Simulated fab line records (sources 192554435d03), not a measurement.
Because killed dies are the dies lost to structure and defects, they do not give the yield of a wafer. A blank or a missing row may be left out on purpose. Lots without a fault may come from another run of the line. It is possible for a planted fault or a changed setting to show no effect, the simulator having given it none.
Which tool did it?	flow n5_finfet	11 lots, 33 wafers sampled, at 3 steps of a route of 1938

WHAT THE GAUGES SHOWED, per wafer
N5_FIN_SAQP_THK_MEAS_07. Usual: thk_nm 59.8 nm, standard deviation 0.72.
lot	measured	on	thk_nm (nm)	flag
L130	day 2 10:27	film_metro-02	59.7 59.9 59.8	
L131	day 2 17:41	film_metro-01	59.8 60.6 60.6	
L132	day 2 21:10	film_metro-01	59.6 60.5 60.2	
L134	day 3 09:27	film_metro-01	58.9 59.3 60.4	
L138	day 4 09:25	film_metro-02	59.6 60.2 59.7	
L139	day 4 16:07	film_metro-01	58.9 60.2 59.8	
L142	day 5 09:28	film_metro-02	60.0 60.9 60.6	
L146	day 6 08:47	film_metro-02	58.2 58.9 59.7	
L148	day 6 21:53	film_metro-02	58.3 60.4 61.2	
L150	day 7 12:37	film_metro-01	60.3 60.4 61.0	
L151	day 7 16:28	film_metro-02	58.5 58.6 59.4	

EACH LOT AND THE TOOL THAT RAN IT (in order: tool; ch and the chambers of the sampled wafers; start)
lot	N5_FIN_SAQP_ALD_61	N5_FIN_SAQP_PECVD_47
L130	ald_sin-03 ch 1,2, day 2 09:44	pecvd-01 ch 0,1,2, day 2 10:17
L131	ald_sin-02 ch 1,2,3, day 2 16:54	pecvd-03 ch 1,2, day 2 17:30
L132	ald_sin-04 ch 1,3, day 2 20:24	pecvd-01 ch 0,1, day 2 20:56
L134	ald_sin-04 ch 0,2,3, day 3 08:38	pecvd-01 ch 0,1, day 3 09:13
L138	ald_sin-02 ch 1,2,3, day 4 08:42	pecvd-04 ch 0,1,2, day 4 09:14
L139	ald_sin-02 ch 0,1, day 4 15:15	pecvd-01 ch 1,2, day 4 15:52
L142	ald_sin-04 ch 1,2,3, day 5 08:41	pecvd-01 ch 1,2, day 5 09:14
L146	ald_sin-04 ch 0,1,3, day 6 08:05	pecvd-01 ch 0,1,2, day 6 08:37
L148	ald_sin-04 ch 0,1,3, day 6 21:10	pecvd-01 ch 0,2, day 6 21:43
L150	ald_sin-04 ch 0,1, day 7 11:53	pecvd-04 ch 1,2, day 7 12:26
L151	ald_sin-03 ch 0,1,2, day 7 15:46	pecvd-01 ch 1,2, day 7 16:18
- N5_FIN_SAQP_ALD_61: deposits SiO2, target thk 4 nm, pulse time 1 s, purge time 2 s.
- N5_FIN_SAQP_PECVD_47: deposits a-Si from SiH4/He, target thk 45 nm, time 36.3 s.

AS READ BY THE TOOLS THEMSELVES (means over the sampled wafers that have a number; for cases with no such wafer, the mark the record gives instead)
N5_FIN_SAQP_ALD_61. Usual: heater_power_w 484 W, standard deviation 48; precursor_pulse_height_rel 0.999, standard deviation 0.02.
lot	tool	heater_power_w (W)	precursor_pulse_height_rel	flag
L130	ald_sin-03	484	0.987	
L131	ald_sin-02	452	1.005	
L132	ald_sin-04	513	1.012	
L134	ald_sin-04	469	1.015	
L138	ald_sin-02	460	0.984	
L139	ald_sin-02	435	0.997	
L142	ald_sin-04	516	0.999	
L146	ald_sin-04	488	0.999	
L148	ald_sin-04	489	0.999	
L150	ald_sin-04	504	1.005	
L151	ald_sin-03	474	0.997	

N5_FIN_SAQP_PECVD_47. Usual: heater_power_w 912 W, standard deviation 82; showerhead_plenum_p_Torr 5.66 Torr, standard deviation 0.034; throttle_valve_pct 17.9 %, standard deviation 0.56.
lot	tool	heater_power_w (W)	showerhead_plenum_p_Torr (Torr)	throttle_valve_pct (%)	flag
L130	pecvd-01	926	5.66	17.8	
L131	pecvd-03	848	5.72	17.8	
L132	pecvd-01	918	5.65	17.9	
L134	pecvd-01	844	5.65	18.0	
L138	pecvd-04	901	5.67	17.8	
L139	pecvd-01	946	5.65	17.5	
L142	pecvd-01	890	5.65	17.7	
L146	pecvd-01	960	5.65	17.7	
L148	pecvd-01	887	5.66	17.1	
L150	pecvd-04	919	5.67	18.1	
L151	pecvd-01	954	5.65	17.7	

THE ANSWER, worked out from the rows above alone
Rule: take the mean of a lot's wafers that have a number; if it is more than 3 standard deviations from the usual mean, the lot is off. A lot without any number at a reading at which 4 lots or more have one is off too. The other lots that the step has rows for count as sound. The gauges are gone through in route order, then the tools' own readings, and for those a lot's mean is taken as printed above. At the first step where some lot is off, the reading lying furthest off is the one used; lots without a number count as furthest.
Nothing can be told from this: no lot is off at any reading shown.

WHAT THE SIMULATOR PUT IN
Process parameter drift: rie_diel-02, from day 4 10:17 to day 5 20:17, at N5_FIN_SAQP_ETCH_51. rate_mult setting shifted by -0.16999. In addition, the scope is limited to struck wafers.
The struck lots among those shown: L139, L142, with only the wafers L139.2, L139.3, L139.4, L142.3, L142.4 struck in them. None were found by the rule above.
